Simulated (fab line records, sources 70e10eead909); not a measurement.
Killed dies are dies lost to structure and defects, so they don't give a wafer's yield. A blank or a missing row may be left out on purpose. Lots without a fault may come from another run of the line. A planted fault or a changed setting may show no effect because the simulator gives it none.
fab line records | flow nand_harc
record lots=12 wafers=35 last_day=33
route steps=1302 shown A_STAIRCASE@870 A_SGD_CUT@903 END@1302
lots that met no fault: from a run of the same line without faults
start_h: hours from the record's first day to the start of the lot's first wafer shown | wait_h: hours since the lot's step before | " the same as in the row above | L1.1+2: a row that stands for several wafers | - no value, or no start given | * or withheld: withheld | < > ~ a bound
route shown NAME@n: a module of which the file shows steps, and the number in the route of the first | usual: mean/standard deviation of fault-free wafers | same: alike in all rows | chamber/n: place in a boat | sites: the reading at each site | _std_site: their standard deviation | _edge_site: outer sites' mean less inner sites' | radius_mm: how far each site lies from the wafer's centre | mask NAME#n: copy n | behind: the tool/chamber that last shaped the wafer | hold: why the lot was held/for how many hours/how that ended | device: the transistor (n, p or np) that didn't switch | end of line: the same wafers' tests at the end of the route | a step without rows: its recipe alone | killed: dies lost to structure and defects at the first sort, not the wafer's yield | map: a wafer's dies, x killed, . not, _ none there
set.NAME: the setting as run; set.NAME@STEP: as run at that earlier step | model.NAME: the simulator's own value behind a step, which no gauge read
steps of the route over a sample of lots; a table a step, a row a wafer
services: from which hour (start_h, from the record's first day; less than 0 if before it) a tool's chamber was out of use, for how many hours, and why
## steps
# step NHARC_A_STAIRCASE_ETCH_444
# recipe target_depth_a=2.04e+05 time_s=6800 c4f8_flow_sccm=20 o2_flow_sccm=10 ar_flow_sccm=withheld rf_w=600 bias_w=1000 chemistry=C4F8/O2
# usual bias_w=1000/3 oes_product_au=0.937/0.019 rf_vpp_V=809/4.9 run_length_s=6821.2/0.5
# columns lot.wafer tool chamber start_h wait_h bias_w oes_product_au rf_hours_counter_h rf_vpp_V run_length_s
L884.3 rie_diel-01 3 446.14 0.5 997 0.928 19 813 6821.9
L884.4 " 1 " " 1005 0.926 21 805 6821.5
L884.6 " 3 " " 998 0.929 - 814 6821.7
L885.1 rie_diel-10 1 454.29 1.0 998 0.983 7 807 6820.2
L885.2 " 2 " " 1000 0.991 6 816 6821.1
L885.5 " 0 " " 1007 0.965 - 815 6821.5
L886.3 rie_diel-01 3 465.86 0.5 1004 0.933 26 814 6822.4
L886.4 " 0 " " 1005 0.948 26 806 6821.8
L886.2 " 1 " " 1005 0.920 27 805 6821.7
L887.3 rie_diel-02 2 466.49 1.0 1001 0.928 22 801 6820.3
L887.1 " 3 " " 1000 0.907 24 815 6820.8
L887.6 " 1 " " 999 0.943 - 805 6821.2
L889.2 rie_diel-01 3 490.81 0.5 1000 0.932 36 815 6821.7
L889.4 " 0 " " 1002 0.949 32 807 6821.6
L889.1 " 1 " " 999 0.917 34 805 6821.5
L892.3 rie_diel-10 0 513.63 0.1 996 0.935 26 815 6820.9
L892.4 " 2 " " 997 0.936 22 815 6821.3
L892.6 " 1 516.00 2.4 996 0.948 - 807 6820.5
L891.2 rie_diel-02 1 513.95 0.5 993 0.944 35 807 6821.1
L891.3 " 2 " " 1002 0.934 37 800 6820.6
L891.5 " 1 515.84 2.4 996 0.949 - 807 6821.4
L893.2 rie_diel-10 2 530.90 0.5 996 0.933 27 816 6821.3
L893.3 " 1 532.33 1.9 1000 0.950 26 805 6820.5
L893.5 " 3 " " 997 0.924 - 812 6821.5
L900.1 rie_diel-02 3 591.37 1.0 997 0.955 3 814 6821.2
L900.5 " 1 " " 1003 0.976 - 807 6821.2
L900.6 " 2 " " 995 0.987 - 801 6820.9
L899.3 rie_diel-10 2 594.37 0.1 1002 0.932 48 815 6821.2
L899.1 " 1 595.64 1.3 996 0.927 46 807 6820.2
L904.2 rie_diel-02 0 638.80 0.1 999 0.930 19 802 6820.8
L904.4 " 1 " " 1003 0.929 19 807 6821.4
L904.1 " 2 " " 1000 0.944 18 800 6820.3
L906.3 rie_diel-01 1 649.19 1.0 999 0.944 32 806 6821.4
L906.4 " 2 " " 996 0.926 32 815 6820.7
L906.5 " 0 " " 1003 0.931 - 805 6821.8
# step NHARC_A_STAIRCASE_DEP_471
# recipe target_thk_a=1000 temp_c=400 pressure_torr=6.5 rf_w=900 teos_flow_sccm=161.4 flow_sccm=2650 target_thk_nm=100 gas=O2 material=SiO2
# usual heater_power_w=544/120 throttle_valve_pct=15.8/0.67
# columns lot.wafer tool chamber start_h wait_h heater_power_w throttle_valve_pct
L884.3 pecvd-02 1 452.19 - 450 16.6
L884.4 " 2 " " 551 14.7
L884.6 " 2 " " 578 14.9
L885.1 pecvd-01 2 459.93 - 477 15.9
L885.2 " 0 " " 676 15.3
L885.5 " 0 " " 675 15.3
L886.2 pecvd-02 1 471.75 - 506 17.0
L886.3 " 2 " " 617 14.8
L886.4 " 0 " " 634 15.6
L887.3 pecvd-04 1 471.90 - 437 15.7
L887.1 " 0 " " 461 15.7
L887.6 " 2 " " 730 16.5
L889.1 pecvd-02 2 496.84 - 667 14.6
L889.2 " 0 " " 630 15.7
L889.4 " 0 " " 653 15.9
L891.2 pecvd-02 2 520.33 - 654 14.9
L891.3 " 0 " " 559 15.9
L891.5 " 1 " " 365 16.8
L892.3 pecvd-04 0 520.33 - 414 16.0
L892.6 " 0 " " 423 15.9
L892.4 " 1 " " 388 15.4
L893.2 pecvd-04 2 537.31 - 703 16.4
L893.3 " 1 " " 403 15.6
L893.5 " 1 " " 404 15.7
L900.1 pecvd-04 1 597.44 - 425 15.8
L900.6 " 0 " " 494 16.0
L900.5 " 1 " " 432 15.8
L899.3 pecvd-01 1 601.79 - 508 15.3
L899.1 " 2 " " 573 15.8
L904.1 pecvd-02 0 645.16 - 566 16.0
L904.2 " 2 " " 592 14.8
L904.4 " 0 " " 578 16.1
L906.3 pecvd-01 1 654.76 - 551 16.0
L906.4 " 2 " " 551 16.1
L906.5 " 1 " " 543 15.4
# step NHARC_A_SGD_CUT_INSPECT_11
# usual raw_defect_count=51/28
# columns lot.wafer tool chamber start_h wait_h raw_defect_count
L884.3 defect_inspect-02 - 453.73 0.0 55
L884.4 " - " " 57
L884.6 " - " " 54
L885.1 defect_inspect-02 - 461.34 0.0 56
L885.2 " - " " 66
L885.5 " - " " 64
L886.2 defect_inspect-02 - 473.27 0.0 111
L886.3 " - " " 112
L886.4 " - " " 102
L887.1 defect_inspect-01 - 473.44 0.0 22
L887.3 " - " " 23
L887.6 " - " " 24
L889.1 defect_inspect-01 - 498.33 0.0 58
L889.2 " - " " 49
L889.4 " - " " 64
L891.2 defect_inspect-02 - 521.86 0.0 30
L891.3 " - " " 22
L891.5 " - " " 31
L892.3 defect_inspect-01 - 522.01 0.0 69
L892.4 " - " " 70
L892.6 " - " " 80
L893.2 defect_inspect-02 - 538.84 0.0 14
L893.3 " - " " 6
L893.5 " - " " 9
L900.1 defect_inspect-01 - 598.93 0.0 78
L900.5 " - " " 86
L900.6 " - " " 76
L899.1 defect_inspect-02 - 603.29 0.0 55
L899.3 " - " " 67
L904.1 defect_inspect-01 - 646.59 0.0 11
L904.2 " - " " 7
L904.4 " - " " 8
L906.3 defect_inspect-02 - 656.17 0.0 29
L906.4 " - " " 33
L906.5 " - " " 36
# step NHARC_A_SGD_CUT_ETCH_58
# recipe target_depth_a=390 over_etch_frac=0.3 time_s=65 ion_energy_ev=80 cf4_flow_sccm=150 ar_flow_sccm=0 rf_w=300 bias_w=100 chemistry=CF4
# usual bias_w=99.9/0.3 drypump_motor_current_A=5.8/0.54 mfc_ar_sccm=0.007/0.0088 oes_product_au=0.995/0.011 rf_vpp_V=151.0/1.3 run_length_s=86.3/0.46 showerhead_plenum_p_Torr=1.75/0.068 throttle_valve_pct=13.283/0.0092
# columns lot.wafer tool chamber start_h wait_h bias_w drypump_motor_current_A mfc_ar_sccm oes_product_au rf_hours_counter_h rf_vpp_V run_length_s showerhead_plenum_p_Torr throttle_valve_pct
L884.4 rie_diel-11 2 453.87 0.1 100.0 6.4 0.012 1.004 2 152.6 86.3 1.79 13.277
L884.3 " 3 " " 100.0 5.7 0 0.987 2 151.7 86.8 1.88 13.273
L884.6 " 2 " " 99.8 6.4 0.012 1.006 - 151.1 86.3 1.79 13.283
L885.1 rie_diel-12 2 461.48 0.1 99.9 4.8 0 0.986 0 152.3 86.7 1.75 13.273
L885.2 " 0 " " 100.1 5.0 0.006 0.992 0 149.6 85.6 1.72 13.279
L885.5 " 2 " " 99.8 4.8 0 0.994 - 153.0 86.3 1.76 13.282
L886.4 rie_diel-12 2 473.42 0.1 100.0 4.9 0 0.986 1 151.2 86.2 1.75 13.297
L886.3 " 3 " " 99.9 6.1 0.007 0.980 1 151.1 85.7 1.78 13.289
L886.2 " 1 " " 99.8 5.8 0 1.006 1 153.0 87.0 1.81 13.301
L887.1 rie_diel-11 0 473.59 0.1 100.8 6.6 0.030 1.006 4 149.3 86.4 1.70 13.277
L887.3 " 1 " " 99.3 5.8 0 1.005 4 149.7 86.3 1.66 13.286
L887.6 " 1 " " 99.9 5.8 0 0.990 - 148.8 86.1 1.66 13.285
L889.2 rie_diel-11 2 498.48 0.1 99.7 6.4 0.012 1.009 6 152.4 86.3 1.79 13.284
L889.4 " 3 " " 99.8 5.7 0 0.990 5 152.8 86.7 1.88 13.310
L889.1 " 0 " " 100.3 6.6 0.030 0.999 6 149.6 86.1 1.70 13.286
L891.3 rie_diel-11 0 522.00 0.1 99.6 6.6 0.030 1.002 8 150.7 86.3 1.70 13.285
L891.2 " 2 " " 100.5 6.4 0.012 1.009 8 151.0 86.2 1.79 13.273
L891.5 " 1 " " 100.2 5.8 0 0.981 - 149.5 86.3 1.66 13.295
L892.3 rie_diel-04 2 522.16 0.1 99.4 5.9 0 0.988 8 151.6 86.0 1.69 13.291
L892.4 " 3 " " 100.3 6.1 0.014 0.978 9 151.3 85.8 1.68 13.283
L892.6 " 2 " " 99.7 6.0 0 0.982 - 150.4 85.9 1.69 13.287
L893.3 rie_diel-11 2 539.02 0.1 100.7 6.4 0.012 0.994 11 153.1 86.5 1.79 13.290
L893.2 " 3 " " 99.6 5.7 0 0.987 9 152.1 86.6 1.88 13.286
L893.5 " 1 " " 99.6 5.8 0 0.982 - 149.0 86.2 1.66 13.294
L900.1 rie_diel-12 2 599.07 0.1 99.8 4.8 0 0.974 7 150.9 88.6 1.75 13.287
L900.5 " 2 " " 99.8 4.8 0 0.983 - 149.3 86.4 1.75 13.287
L900.6 " 3 " " 99.1 6.0 0.007 1.002 - 151.4 86.2 1.78 13.282
L899.3 rie_diel-12 1 603.44 0.1 99.8 5.9 0 1.011 8 150.8 89.5 1.81 13.281
L899.1 " 2 " " 99.9 4.8 0 0.975 7 151.1 88.4 1.75 13.274
L904.4 rie_diel-11 1 646.73 0.1 99.6 5.8 0 0.996 3 149.6 86.0 1.66 13.289
L904.2 " 3 " " 100.1 5.7 0 0.995 3 152.3 86.6 1.87 13.274
L904.1 " 0 " " 100.0 6.6 0.030 0.977 3 150.8 86.3 1.70 13.270
L906.4 rie_diel-04 2 656.31 0.1 100.2 5.9 0 0.986 10 149.1 86.4 1.68 13.309
L906.3 " 1 " " 99.7 5.7 0.009 1.003 8 152.8 86.4 1.89 13.277
L906.5 " 3 " " 100.0 6.1 0.014 0.990 - 150.4 85.6 1.68 13.281
# step NHARC_END_SORT_01
# recipe temp_c=25
# usual killed_at_array=58/22 killed_at_other=1.0/1.3 killed_at_periphery=5/3.4 killed_dies=64/22 killed_open=3.6/1.8 killed_short=2.4/1.7
# same gross_dies=677
# columns lot.wafer tool chamber start_h wait_h killed_at_array killed_at_other killed_at_periphery killed_dies killed_open killed_short
L887.1 prober-01 0 593.64 2.4 36 4 9 49 5 3
L887.3 prober-01 0 595.25 3.1 28 2 13 43 2 2
L887.6 prober-01 0 597.67 4.0 27 5 9 41 2 3
L889.2 prober-02 0 623.07 2.8 41 0 5 46 5 1
L891.2 prober-01 0 647.77 2.8 62 0 3 65 5 1
L891.3 prober-01 0 648.58 3.1 50 2 2 54 5 4
L891.5 prober-01 0 650.19 3.7 45 0 3 48 2 0
L892.3 prober-02 0 648.57 3.1 52 4 3 59 2 0
L892.4 prober-02 0 649.36 3.4 49 2 5 56 1 2
L892.6 prober-02 0 650.95 4.0 60 2 2 64 2 0
L893.2 prober-02 0 658.36 2.8 51 1 5 57 4 3
L893.3 prober-02 0 659.16 3.1 41 0 5 46 3 0
L893.5 prober-02 0 660.76 3.7 39 0 0 39 2 1
L900.1 prober-02 0 723.41 2.5 66 1 11 78 3 1
L900.6 prober-02 0 727.44 4.0 64 0 6 70 3 3
# killed by level:class
L887.1 A_STAIRCASE:chamber_film_flake=11 A_CHANNEL_HOLE_D2:chamber_film_flake=9 A_BLC:chamber_film_flake=5 P_CONTACT:chamber_film_flake=4 THIN_TSV:chamber_film_flake=4 A_CHANNEL_HOLE_D1:chamber_film_flake=3 P_STI:chamber_film_flake=2 P_GATE:chamber_film_flake=2
L887.3 P_GATE:chamber_film_flake=7 A_CHANNEL_HOLE_D2:chamber_film_flake=7 A_CHANNEL_HOLE_D1:chamber_film_flake=6 P_CONTACT:chamber_film_flake=5 A_STAIRCASE:chamber_film_flake=5 A_CONTACT:chamber_film_flake=3 A_SLIT:chamber_film_flake=2 THIN_TSV:chamber_film_flake=2
L887.6 A_STAIRCASE:chamber_film_flake=9 A_CHANNEL_HOLE_D2:chamber_film_flake=7 A_CHANNEL_HOLE_D1:chamber_film_flake=5 THIN_TSV:chamber_film_flake=5 P_ZERO_WELL:chamber_film_flake=2 P_GATE:chamber_film_flake=2 P_CONTACT:chamber_film_flake=2 A_BLC:chamber_film_flake=2
L889.2 A_CHANNEL_HOLE_D2:chamber_film_flake=26 A_CHANNEL_FILL_D1:chamber_film_flake=5 A_SLIT:chamber_film_flake=3 P_STI:chamber_film_flake=2 P_CONTACT:geometric_particle:open=1 P_M2:geometric_particle:open=1 A_ONON_D2:geometric_particle:open=1 A_WL_FILL:geometric_particle:short=1
L891.2 A_SLIT:chamber_film_flake=35 A_CHANNEL_HOLE_D2:chamber_film_flake=14 A_CHANNEL_HOLE_D1:chamber_film_flake=4 A_CONTACT:chamber_film_flake=3 A_WL_FILL:geometric_particle:open=2 P_STI:geometric_particle:open=1 P_M2:geometric_particle:open=1 A_CHANNEL_HOLE_D1:geometric_particle:open=1
L892.3 A_CHANNEL_HOLE_D1:chamber_film_flake=36 A_CHANNEL_HOLE_D2:chamber_film_flake=9 A_CONTACT:chamber_film_flake=4 HYBRID_BOND:chamber_film_flake=3 P_GATE:chamber_film_flake=2 P_CONTACT:geometric_particle:open=1 A_CONTACT:geometric_particle:open=1 A_DECK1_JOINT:chamber_film_flake=1
L891.3 A_SLIT:chamber_film_flake=23 A_CHANNEL_HOLE_D2:chamber_film_flake=12 A_CONTACT:chamber_film_flake=4 A_CHANNEL_FILL_D1:geometric_particle:open=2 A_WL_FILL:geometric_particle:short=2 A_CONTACT:geometric_particle:open=2 A_CHANNEL_HOLE_D1:chamber_film_flake=2 A_SOURCE_PLATE:geometric_particle:short=1
L892.4 A_CHANNEL_HOLE_D1:chamber_film_flake=30 A_CHANNEL_HOLE_D2:chamber_film_flake=10 P_GATE:chamber_film_flake=4 A_STAIRCASE:chamber_film_flake=3 A_CONTACT:chamber_film_flake=2 THIN_TSV:chamber_film_flake=2 A_SOURCE_PLATE:geometric_particle:short=1 A_CHANNEL_FILL_D1:geometric_particle:short=1
L891.5 A_SLIT:chamber_film_flake=26 A_CHANNEL_HOLE_D2:chamber_film_flake=6 A_CHANNEL_HOLE_D1:chamber_film_flake=5 A_CONTACT:chamber_film_flake=4 A_WL_FILL:chamber_film_flake=2 P_CONTACT:geometric_particle:open=1 A_M1:geometric_particle:open=1 P_STI:chamber_film_flake=1
L892.6 A_CHANNEL_HOLE_D1:chamber_film_flake=38 A_CHANNEL_HOLE_D2:chamber_film_flake=14 A_CONTACT:chamber_film_flake=4 THIN_TSV:chamber_film_flake=2 P_GATE:geometric_particle:open=1 A_CHANNEL_FILL_D1:geometric_particle:open=1 P_GATE:chamber_film_flake=1 A_SLIT:chamber_film_flake=1
L893.2 A_SLIT:chamber_film_flake=33 A_CHANNEL_HOLE_D1:chamber_film_flake=4 A_CONTACT:chamber_film_flake=4 A_CHANNEL_HOLE_D2:chamber_film_flake=3 P_STI:chamber_film_flake=2 P_CONTACT:geometric_particle:open=1 P_BONDPAD:geometric_particle:open=1 A_ONON_D1:geometric_particle:short=1
L893.3 A_SLIT:chamber_film_flake=35 P_CONTACT:geometric_particle:open=2 A_CHANNEL_HOLE_D1:chamber_film_flake=2 A_CONTACT:chamber_film_flake=2 P_M0:geometric_particle:open=1 P_GATE:chamber_film_flake=1 P_M0:chamber_film_flake=1 A_CHANNEL_HOLE_D2:chamber_film_flake=1
L893.5 A_SLIT:chamber_film_flake=27 A_CHANNEL_HOLE_D1:chamber_film_flake=5 A_CONTACT:chamber_film_flake=2 A_SOURCE_PLATE:geometric_particle:open=1 A_SGD_CUT:geometric_particle:short=1 A_M0:geometric_particle:open=1 A_CHANNEL_HOLE_D2:chamber_film_flake=1 A_WL_FILL:chamber_film_flake=1
L900.1 A_CHANNEL_HOLE_D1:chamber_film_flake=36 A_CHANNEL_HOLE_D2:chamber_film_flake=17 P_BONDPAD:chamber_film_flake=5 A_SLIT:chamber_film_flake=5 P_CONTACT:chamber_film_flake=3 A_CONTACT:chamber_film_flake=3 P_CONTACT:geometric_particle:open=1 A_CHANNEL_HOLE_D1:geometric_particle:short=1
L900.6 A_CHANNEL_HOLE_D1:chamber_film_flake=29 A_CHANNEL_HOLE_D2:chamber_film_flake=21 P_CONTACT:chamber_film_flake=3 A_STAIRCASE:chamber_film_flake=3 A_M0:geometric_particle:open=2 P_BONDPAD:chamber_film_flake=2 A_CONTACT:chamber_film_flake=2 A_DECK1_JOINT:geometric_particle:short=1
## services
# columns tool chamber start_h hours kind
rie_diel-10 - 422.96 9.0 pm
rie_diel-01 0 429.08 2.5 repair
rie_diel-11 - 432.50 9.0 pm
pecvd-02 0 435.75 12.1 repair
pecvd-04 0 442.72 15.3 repair
rie_diel-12 - 445.40 9.0 pm
pecvd-02 0 449.84 5.2 repair
pecvd-04 - 450.66 13.0 pm
rie_diel-11 3 458.87 7.3 repair
rie_diel-10 1 463.91 12.3 repair
rie_diel-10 0 498.78 5.2 repair
rie_diel-02 0 511.33 1.3 repair
rie_diel-10 0 539.17 2.1 repair
rie_diel-02 1 551.20 4.7 repair
rie_diel-01 - 557.96 9.0 pm
pecvd-02 - 568.46 7.1 repair
rie_diel-02 - 570.74 9.0 pm
pecvd-04 0 579.85 11.2 repair
rie_diel-11 0 583.12 2.5 repair
pecvd-02 - 589.38 13.0 pm
rie_diel-11 - 609.50 9.0 pm
pecvd-04 1 626.82 13.3 repair
pecvd-04 - 632.25 13.0 pm
rie_diel-01 3 636.36 2.6 repair
## key
first_sign step=NHARC_A_SGD_CUT_ETCH_58 reading=run_length_s direction=up sigmas=5.5 usual=* struck=*
effect none on later readings
met_at NHARC_A_SGD_CUT_ETCH_58
struck_lots L899,L900
struck_wafers L899.1,L899.3,L900.1
tester_left_out L899,L900
not_acting_at NHARC_A_STAIRCASE_ETCH_444,NHARC_A_STAIRCASE_DEP_471,NHARC_A_SGD_CUT_INSPECT_11
onset_between 473.42 599.07
fault kind=process_parameter_drift tool=rie_diel-12 chamber=- onset_h=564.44 steps=NHARC_A_SGD_CUT_ETCH_58 channel=time_s offset=* shape=step end_h=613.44 scope=struck_wafers_only acts_in=* stated=*
# tester_left_out: of these lots the tester's yield and bins aren't shown, on N5 and GAA mostly nor the transistor test; their killed dies are dies lost to structure and defects alone, not to doping, threshold or leakage, so they don't give the yield
